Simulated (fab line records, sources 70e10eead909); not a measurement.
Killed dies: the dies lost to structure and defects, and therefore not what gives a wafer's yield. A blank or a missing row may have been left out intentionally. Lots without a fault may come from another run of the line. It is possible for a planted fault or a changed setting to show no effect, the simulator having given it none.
What tool caused it? + flow nandHarc + 24 lots with 72 wafers sampled at 6 steps, on a route of 1159 steps

## WHAT THE GAUGES READ, wafer by wafer
NHARC_P_STI_CD_MEAS_09 targets a cd of 200 nm.
| lot  | measured    | on       | cdNm (nm)   |
|------|-------------|----------|-------------|
| L074 | day 2 13:22 | cdSem-02 | 207 201 202 |
| L075 | day 2 18:20 | cdSem-01 | 206 205 202 |
| L077 | day 3 02:26 | cdSem-03 | 195 196 197 |
| L076 | day 3 02:36 | cdSem-03 | 201 201 197 |
| L078 | day 3 12:25 | cdSem-03 | 198 198 199 |
| L079 | day 3 19:08 | cdSem-03 | 203 201 202 |
| L081 | day 4 03:13 | cdSem-02 | 202 202 202 |
| L080 | day 4 03:23 | cdSem-03 | 201 203 198 |
| L082 | day 4 10:55 | cdSem-01 | 204 204 201 |
| L083 | day 4 20:24 | cdSem-02 | 199 207 209 |
| L084 | day 4 20:34 | cdSem-03 | 202 210 205 |
| L085 | day 5 04:52 | cdSem-01 | 209 201 208 |
| L086 | day 5 10:56 | cdSem-03 | 199 199 201 |
| L087 | day 5 19:09 | cdSem-03 | 199 202 197 |
| L088 | day 6 01:35 | cdSem-02 | 203 201 201 |
| L089 | day 6 01:45 | cdSem-01 | 209 206 204 |
| L090 | day 6 11:02 | cdSem-02 | 205 204 201 |
| L091 | day 6 18:22 | cdSem-02 | 202 199 196 |
| L092 | day 6 23:16 | cdSem-01 | 202 201 205 |
| L094 | day 7 07:31 | cdSem-03 | 197 199 199 |
| L093 | day 7 07:41 | cdSem-02 | 204 203 198 |
| L095 | day 7 19:01 | cdSem-01 | 205 199 198 |
| L096 | day 7 19:11 | cdSem-01 | 202 197 198 |
| L097 | day 8 04:56 | cdSem-03 | 203 207 203 |

NHARC_P_M1_INSPECT_27.
| lot  | measured     | on               | rawDefectCount |
|------|--------------|------------------|----------------|
| L074 | day 6 03:14  | defectInspect-02 | 269 296 372    |
| L075 | day 6 07:46  | defectInspect-01 | 155 233 378    |
| L077 | day 6 20:29  | defectInspect-01 | 518 392 336    |
| L076 | day 6 23:22  | defectInspect-02 | 203 243 175    |
| L078 | day 7 00:20  | defectInspect-01 | 374 249 264    |
| L079 | day 7 14:08  | defectInspect-01 | 308 368 298    |
| L081 | day 7 18:36  | defectInspect-01 | 254 151 196    |
| L080 | day 7 17:55  | defectInspect-02 | 302 336 586    |
| L082 | day 8 07:16  | defectInspect-02 | 317 182 242    |
| L083 | day 8 15:14  | defectInspect-02 | 298 414 375    |
| L084 | day 8 12:29  | defectInspect-01 | 275 213 236    |
| L085 | day 8 17:40  | defectInspect-01 | 219 207 301    |
| L086 | day 9 09:27  | defectInspect-01 | 265 182 207    |
| L087 | day 9 10:27  | defectInspect-02 | 317 188 283    |
| L088 | day 9 21:52  | defectInspect-01 | 321 353 250    |
| L089 | day 9 22:11  | defectInspect-01 | 537 589 226    |
| L090 | day 10 02:13 | defectInspect-02 | 712 728 598    |
| L091 | day 10 08:44 | defectInspect-01 | 289 304 347    |
| L092 | day 10 09:20 | defectInspect-01 | 552 426 319    |
| L094 | day 11 07:24 | defectInspect-02 | 501 260 350    |
| L093 | day 11 08:04 | defectInspect-02 | 227 332 294    |
| L095 | day 11 11:21 | defectInspect-02 | 146 195 124    |
| L096 | day 11 11:02 | defectInspect-01 | 356 457 288    |
| L097 | day 12 00:32 | defectInspect-01 | 207 251 378    |

## WHAT TOOL EACH LOT RAN ON (gives the tool, then ch and the chambers of the sampled wafers, and finally the start)
| lot  | NHARC_P_GATE_STRIP_111              | NHARC_P_M1_STRIP_18               | NHARC_P_M1_ETCH_28                           | NHARC_P_M1_CMP_23             |
|------|-------------------------------------|-----------------------------------|----------------------------------------------|-------------------------------|
| L074 | plasmaAsher-02 ch 0,1, day 5 08:11  | rieDiel-07 ch 0,2,3, day 6 00:51  | rieDiel-07 ch 0,2,3, day 6 02:46 or earlier  | cmp-03 ch 0,2, day 6 02:46    |
| L075 | plasmaAsher-02 ch 0,1, day 5 08:53  | rieDiel-07 ch 0,2, day 6 05:35    | rieDiel-07 ch 0,1,3, day 6 07:18 or earlier  | cmp-04 ch 1,2, day 6 07:18    |
| L077 | plasmaAsher-02 ch 0,1, day 5 21:26  | rieDiel-07 ch 0,1,3, day 6 18:17  | rieDiel-07 ch 2,3, day 6 20:00 or earlier    | cmp-03 ch 0,1, day 6 20:00    |
| L076 | plasmaAsher-01 ch 0, day 6 04:54    | rieDiel-08 ch 0,2,3, day 6 21:14  | rieDiel-08 ch 1,2,3, day 6 22:54 or earlier  | cmp-04 ch 1,2, day 6 22:54    |
| L078 | plasmaAsher-02 ch 0,1, day 6 05:02  | rieDiel-11 ch 0,1,3, day 6 22:08  | rieDiel-11 ch 0,1,3, day 6 23:52 or earlier  | cmp-04 ch 1,2,3, day 6 23:52  |
| L079 | plasmaAsher-02 ch 1, day 6 18:25    | rieDiel-08 ch 0,1,2, day 7 11:22  | rieDiel-08 ch 1,2, day 7 13:42 or earlier    | cmp-04 ch 0,1,3, day 7 13:42  |
| L081 | plasmaAsher-02 ch 1, day 6 23:30    | rieDiel-07 ch 0,1,3, day 7 16:24  | rieDiel-07 ch 0,1,2, day 7 18:08 or earlier  | cmp-02 ch 0,1,3, day 7 18:08  |
| L080 | plasmaAsher-02 ch 0,1, day 6 23:05  | rieDiel-07 ch 0,1,2, day 7 15:46  | rieDiel-07 ch 2,3, day 7 17:32 or earlier    | cmp-03 ch 0,1,3, day 7 17:32  |
| L082 | plasmaAsher-02 ch 0,1, day 7 05:43  | rieDiel-08 ch 0,1,2, day 8 05:04  | rieDiel-08 ch 0,1,3, day 8 06:48 or earlier  | cmp-02 ch 0,1,2, day 8 06:48  |
| L083 | plasmaAsher-01 ch 0,1, day 7 19:39  | rieDiel-08 ch 0,1,2, day 8 12:57  | rieDiel-08 ch 1,2,3, day 8 14:45 or earlier  | cmp-03 ch 0,1,3, day 8 14:45  |
| L084 | plasmaAsher-01 ch 0,1, day 7 17:10  | rieDiel-11 ch 0,1,2, day 8 10:16  | rieDiel-11 ch 0,1,2, day 8 12:00 or earlier  | cmp-04 ch 1,2, day 8 12:00    |
| L085 | plasmaAsher-01 ch 0,1, day 7 23:11  | rieDiel-11 ch 0,2,3, day 8 15:31  | rieDiel-11 ch 0,1,3, day 8 17:15 or earlier  | cmp-02 ch 0,2,3, day 8 17:15  |
| L086 | plasmaAsher-02 ch 0,1, day 8 11:05  | rieDiel-07 ch 0,2,3, day 9 07:15  | rieDiel-07 ch 0,2,3, day 9 08:58 or earlier  | cmp-04 ch 0,1,2, day 9 08:58  |
| L087 | plasmaAsher-02 ch 0,1, day 8 11:41  | rieDiel-08 ch 0,1,2, day 9 08:10  | rieDiel-08 ch 0,1,2, day 9 09:59 or earlier  | cmp-03 ch 0,1,3, day 9 09:59  |
| L088 | plasmaAsher-01 ch 0,1, day 8 20:42  | rieDiel-07 ch 0,1,3, day 9 19:39  | rieDiel-07 ch 1,2,3, day 9 21:23 or earlier  | cmp-03 ch 0,2,3, day 9 21:23  |
| L089 | plasmaAsher-01 ch 1, day 8 21:07    | rieDiel-08 ch 0,1,3, day 9 19:56  | rieDiel-08 ch 1,2,3, day 9 21:42 or earlier  | cmp-03 ch 1,2,3, day 9 21:42  |
| L090 | plasmaAsher-02 ch 0,1, day 9 07:01  | rieDiel-07 ch 0,2,3, day 9 23:50  | rieDiel-07 ch 1,2,3, day 10 01:45 or earlier | cmp-02 ch 0,2,3, day 10 01:45 |
| L091 | plasmaAsher-01 ch 0,1, day 9 12:44  | rieDiel-07 ch 0,1, day 10 06:31   | rieDiel-07 ch 1,2, day 10 08:16 or earlier   | cmp-03 ch 1,3, day 10 08:16   |
| L092 | plasmaAsher-02 ch 0,1, day 9 12:53  | rieDiel-11 ch 0,1,3, day 10 07:09 | rieDiel-11 ch 1,3, day 10 08:53 or earlier   | cmp-03 ch 0,2, day 10 08:53   |
| L094 | plasmaAsher-01 ch 0, day 10 06:50   | rieDiel-07 ch 2,3, day 11 05:08   | rieDiel-07 ch 1,2,3, day 11 06:55 or earlier | cmp-03 ch 1,3, day 11 06:55   |
| L093 | plasmaAsher-02 ch 1, day 10 07:19   | rieDiel-11 ch 0,2,3, day 11 05:20 | rieDiel-11 ch 0,1,2, day 11 07:37 or earlier | cmp-02 ch 0,2,3, day 11 07:37 |
| L095 | plasmaAsher-01 ch 0,1, day 10 16:33 | rieDiel-07 ch 1,2,3, day 11 09:07 | rieDiel-07 ch 0,3, day 11 10:53 or earlier   | cmp-02 ch 1,2, day 11 10:53   |
| L096 | plasmaAsher-02 ch 0,1, day 10 16:28 | rieDiel-08 ch 0,3, day 11 08:52   | rieDiel-08 ch 0,1,3, day 11 10:34 or earlier | cmp-03 ch 0,1, day 11 10:34   |
| L097 | plasmaAsher-01 ch 0,1, day 11 04:07 | rieDiel-08 ch 0,2,3, day 11 22:21 | rieDiel-08 ch 0,1, day 12 00:04 or earlier   | cmp-02 ch 0,1,2, day 12 00:04 |
- NHARC_P_GATE_STRIP_111: strips in N2/H2, time 250 s.
- NHARC_P_M1_STRIP_18: strips in N2/H2.
- NHARC_P_M1_ETCH_28: etches the open film in CF4/N2, target depth 30 nm, time 72.99 s.
- NHARC_P_M1_CMP_23: polishes, t overpolish 20 s, target thk 157.82 nm.

## AS READ BY THE TOOLS THEMSELVES (means over the sampled wafers that have a number; for cases with no such wafer, the mark the record gives instead)
NHARC_P_GATE_STRIP_111.
| lot  | tool           | drypumpMotorCurrentA (A) | heaterPowerW (W) |
|------|----------------|--------------------------|------------------|
| L074 | plasmaAsher-02 | 5.3                      | 88               |
| L075 | plasmaAsher-02 | 5.3                      | 87               |
| L077 | plasmaAsher-02 | 5.3                      | 87               |
| L076 | plasmaAsher-01 | 5.6                      | 85               |
| L078 | plasmaAsher-02 | 5.5                      | 96               |
| L079 | plasmaAsher-02 | 5.0                      | 78               |
| L081 | plasmaAsher-02 | 5.0                      | 78               |
| L080 | plasmaAsher-02 | 5.5                      | 96               |
| L082 | plasmaAsher-02 | 5.3                      | 87               |
| L083 | plasmaAsher-01 | 5.8                      | 87               |
| L084 | plasmaAsher-01 | 6.0                      | 90               |
| L085 | plasmaAsher-01 | 5.8                      | 89               |
| L086 | plasmaAsher-02 | 5.3                      | 86               |
| L087 | plasmaAsher-02 | 5.3                      | 87               |
| L088 | plasmaAsher-01 | 5.8                      | 88               |
| L089 | plasmaAsher-01 | 6.2                      | 93               |
| L090 | plasmaAsher-02 | 5.3                      | 85               |
| L091 | plasmaAsher-01 | 5.8                      | 87               |
| L092 | plasmaAsher-02 | 5.5                      | 93               |
| L094 | plasmaAsher-01 | 5.6                      | 85               |
| L093 | plasmaAsher-02 | 5.1                      | 76               |
| L095 | plasmaAsher-01 | 6.0                      | 89               |
| L096 | plasmaAsher-02 | 5.3                      | 85               |
| L097 | plasmaAsher-01 | 6.0                      | 90               |

NHARC_P_M1_STRIP_18.
| lot  | tool       | drypumpMotorCurrentA (A) | n2FlowSccm (sccm) | oesProductAu (a.u.) | rfFwdPowerW (W) | rfVppV (V) | showerheadPlenumPTorr (Torr) | throttleValvePct (%) |
|------|------------|--------------------------|-------------------|---------------------|-----------------|------------|------------------------------|----------------------|
| L074 | rieDiel-07 | 6.0                      | 149.9             | 1.001               | 996             | 91.2       | 2.00                         | 14.173               |
| L075 | rieDiel-07 | 5.8                      | 149.8             | 0.999               | 999             | 90.1       | 2.05                         | 14.179               |
| L077 | rieDiel-07 | 6.0                      | 150.0             | 1.011               | 998             | 90.5       | 1.97                         | 14.180               |
| L076 | rieDiel-08 | 5.5                      | 150.0             | 0.995               | 996             | 89.8       | 2.05                         | 14.172               |
| L078 | rieDiel-11 | 5.7                      | 150.1             | 1.005               | 995             | 91.4       | 2.07                         | 14.174               |
| L079 | rieDiel-08 | 6.1                      | 150.5             | 0.996               | 998             | 90.8       | 2.04                         | 14.171               |
| L081 | rieDiel-07 | 5.9                      | 150.4             | 1.003               | 999             | 90.7       | 1.97                         | 14.165               |
| L080 | rieDiel-07 | 5.9                      | 150.2             | 0.992               | 994             | 90.4       | 2.02                         | 14.172               |
| L082 | rieDiel-08 | 6.2                      | 150.3             | 0.996               | 994             | 90.9       | 2.04                         | 14.174               |
| L083 | rieDiel-08 | 6.1                      | 150.3             | 1.007               | 996             | 91.2       | 2.04                         | 14.174               |
| L084 | rieDiel-11 | 5.8                      | 150.2             | 0.993               | 998             | 90.4       | 2.00                         | 14.166               |
| L085 | rieDiel-11 | 5.6                      | 149.8             | 1.003               | 999             | 90.1       | 2.02                         | 14.175               |
| L086 | rieDiel-07 | 6.0                      | 150.1             | 1.001               | 998             | 89.7       | 2.00                         | 14.177               |
| L087 | rieDiel-08 | 6.1                      | 149.8             | 0.993               | 996             | 90.3       | 2.04                         | 14.167               |
| L088 | rieDiel-07 | 6.0                      | 149.9             | 0.999               | 997             | 90.5       | 1.97                         | 14.180               |
| L089 | rieDiel-08 | 6.0                      | 149.3             | 0.990               | 995             | 91.3       | 2.08                         | 14.167               |
| L090 | rieDiel-07 | 6.0                      | 150.1             | 0.995               | 997             | 90.2       | 2.00                         | 14.176               |
| L091 | rieDiel-07 | 5.7                      | 149.9             | 1.006               | 994             | 90.0       | 2.01                         | 14.165               |
| L092 | rieDiel-11 | 5.7                      | 149.5             | 1.013               | 996             | 91.1       | 2.07                         | 14.176               |
| L094 | rieDiel-07 | 6.2                      | 149.7             | 0.999               | 1000            | 89.9       | 1.95                         | 14.164               |
| L093 | rieDiel-11 | 5.6                      | 149.5             | 1.012               | 998             | 90.8       | 2.02                         | 14.167               |
| L095 | rieDiel-07 | 6.1                      | 150.2             | 1.002               | 998             | 90.7       | 1.97                         | 14.170               |
| L096 | rieDiel-08 | 5.8                      | 150.1             | 0.991               | 995             | 91.2       | 2.15                         | 14.173               |
| L097 | rieDiel-08 | 5.6                      | 150.2             | 1.003               | 997             | 91.0       | 2.05                         | 14.167               |

NHARC_P_M1_ETCH_28.
| lot  | tool       | biasW (W) | drypumpMotorCurrentA (A) | n2FlowSccm (sccm) | oesProductAu (a.u.) | rfFwdPowerW (W) | rfVppV (V) | showerheadPlenumPTorr (Torr) | throttleValvePct (%) |
|------|------------|-----------|--------------------------|-------------------|---------------------|-----------------|------------|------------------------------|----------------------|
| L074 | rieDiel-07 | 100.07    | 6.0                      | 99.9              | 1.005               | 297.2           | 313.4      | 2.58                         | 19.795               |
| L075 | rieDiel-07 | 100.49    | 6.0                      | 99.8              | 1.007               | 297.8           | 312.9      | 2.54                         | 19.797               |
| L077 | rieDiel-07 | 99.95     | 6.2                      | 99.9              | 1.010               | 298.3           | 313.0      | 2.52                         | 19.800               |
| L076 | rieDiel-08 | 99.92     | 5.8                      | 99.8              | 0.999               | 296.0           | 313.8      | 2.57                         | 19.793               |
| L078 | rieDiel-11 | 99.76     | 5.7                      | 100.3             | 1.008               | 297.8           | 313.8      | 2.66                         | 19.805               |
| L079 | rieDiel-08 | 100.47    | 5.9                      | 100.0             | 1.001               | 297.6           | 312.9      | 2.52                         | 19.800               |
| L081 | rieDiel-07 | 100.00    | 5.9                      | 99.9              | 1.007               | 298.2           | 313.3      | 2.60                         | 19.795               |
| L080 | rieDiel-07 | 99.84     | 6.2                      | 99.9              | 0.998               | 297.7           | 312.7      | 2.52                         | 19.788               |
| L082 | rieDiel-08 | 100.24    | 6.0                      | 100.1             | 0.999               | 297.8           | 315.5      | 2.68                         | 19.788               |
| L083 | rieDiel-08 | 99.95     | 5.8                      | 100.2             | 1.004               | 297.7           | 313.7      | 2.57                         | 19.796               |
| L084 | rieDiel-11 | 100.20    | 5.7                      | 100.1             | 1.005               | 296.7           | 313.5      | 2.57                         | 19.803               |
| L085 | rieDiel-11 | 99.86     | 5.8                      | 99.7              | 0.999               | 297.3           | 314.5      | 2.66                         | 19.787               |
| L086 | rieDiel-07 | 100.10    | 6.0                      | 99.9              | 0.992               | 297.0           | 313.6      | 2.58                         | 19.791               |
| L087 | rieDiel-08 | 100.10    | 6.1                      | 100.3             | 1.002               | 297.1           | 314.1      | 2.63                         | 19.797               |
| L088 | rieDiel-07 | 99.72     | 6.1                      | 99.9              | 1.002               | 297.7           | 312.3      | 2.55                         | 19.792               |
| L089 | rieDiel-08 | 99.87     | 5.8                      | 99.9              | 1.002               | 297.7           | 312.5      | 2.56                         | 19.802               |
| L090 | rieDiel-07 | 99.82     | 6.1                      | 100.0             | 1.000               | 297.4           | 312.5      | 2.54                         | 19.790               |
| L091 | rieDiel-07 | 100.03    | 6.0                      | 99.8              | 1.001               | 298.0           | 314.0      | 2.56                         | 19.791               |
| L092 | rieDiel-11 | 99.99     | 5.7                      | 100.1             | 1.006               | 298.6           | 316.0      | 2.71                         | 19.803               |
| L094 | rieDiel-07 | 100.10    | 6.1                      | 99.7              | 1.007               | 298.5           | 312.7      | 2.54                         | 19.795               |
| L093 | rieDiel-11 | 99.99     | 5.7                      | 99.9              | 1.005               | 296.4           | 312.8      | 2.57                         | 19.783               |
| L095 | rieDiel-07 | 99.88     | 6.0                      | 100.0             | 0.987               | 298.5           | 312.1      | 2.51                         | 19.786               |
| L096 | rieDiel-08 | 99.96     | 6.0                      | 99.7              | 0.994               | 296.8           | 315.0      | 2.68                         | 19.793               |
| L097 | rieDiel-08 | 99.88     | 6.4                      | 100.1             | 0.991               | 298.2           | 315.9      | 2.74                         | 19.801               |

NHARC_P_M1_CMP_23.
| lot  | tool   | edgeZonePressureFrac | motorCurrentA (A) | padLifeWafers | timeToEndpointS (s) |
|------|--------|----------------------|-------------------|---------------|---------------------|
| L074 | cmp-03 | 0.998                | 11.0              | 374           | 29.8                |
| L075 | cmp-04 | 0.996                | 11.5              | 96            | 26.4                |
| L077 | cmp-03 | 1.004                | 10.8              | 494           | 24.2                |
| L076 | cmp-04 | 0.996                | 11.6              | 206           | 27.7                |
| L078 | cmp-04 | 0.996                | 12.4              | 212           | 31.5                |
| L079 | cmp-04 | 1.000                | 12.7              | 278           | 26.6                |
| L081 | cmp-02 | 0.990                | 11.8              | 175           | 29.0                |
| L080 | cmp-03 | 1.000                | 11.7              | 9             | 27.8                |
| L082 | cmp-02 | 1.000                | 12.2              | 259           | 31.7                |
| L083 | cmp-03 | 1.005                | 11.4              | 98            | 25.5                |
| L084 | cmp-04 | 1.000                | 12.0              | 414           | 23.9                |
| L085 | cmp-02 | 1.002                | 12.5              | 314           | 29.8                |
| L086 | cmp-04 | 1.003                | 12.2              | 530           | 29.1                |
| L087 | cmp-03 | 1.005                | 11.3              | 164           | 28.0                |
| L088 | cmp-03 | 1.001                | 11.5              | 242           | 28.7                |
| L089 | cmp-03 | 1.002                | 11.5              | 247           | 26.4                |
| L090 | cmp-02 | 1.004                | 13.0              | 481           | 28.6                |
| L091 | cmp-03 | 1.004                | 11.7              | 307           | 26.9                |
| L092 | cmp-03 | 0.995                | 10.9              | 314           | 28.4                |
| L094 | cmp-03 | 0.999                | 11.6              | 457           | 25.4                |
| L093 | cmp-02 | 0.999                | 12.7              | 116           | 29.8                |
| L095 | cmp-02 | 1.001                | 11.1              | 126           | 27.7                |
| L096 | cmp-03 | 1.002                | 10.9              | 468           | 25.4                |
| L097 | cmp-02 | 1.002                | 12.0              | 182           | 29.7                |

## THE ANSWER, worked out from the rows above alone
Rule: usual is defined by the lots themselves. The widest of any qualifying gaps counts: lots, ordered by their means at a reading, are off when they make up no more than a third of the lots, leave a main group of 4 or more, and stand apart from it by 3 or more times the standard deviation of that group's means. A main group whose means are all the same, to the digits that the tables above print for the reading, isn't used. Also off: a lot with no number at a reading for which 4 or more lots have one. Where the step has rows for the other lots, those lots are counted as sound. The gauges are gone through in route order, then the tools' own readings, and for those a lot's mean is taken as printed above. At the first step where some lot is off, the reading lying furthest off is the one used; lots without a number count as furthest.
No lot is off at any reading shown: from this, nothing can be told.

## WHAT THE SIMULATOR HAD INSERTED
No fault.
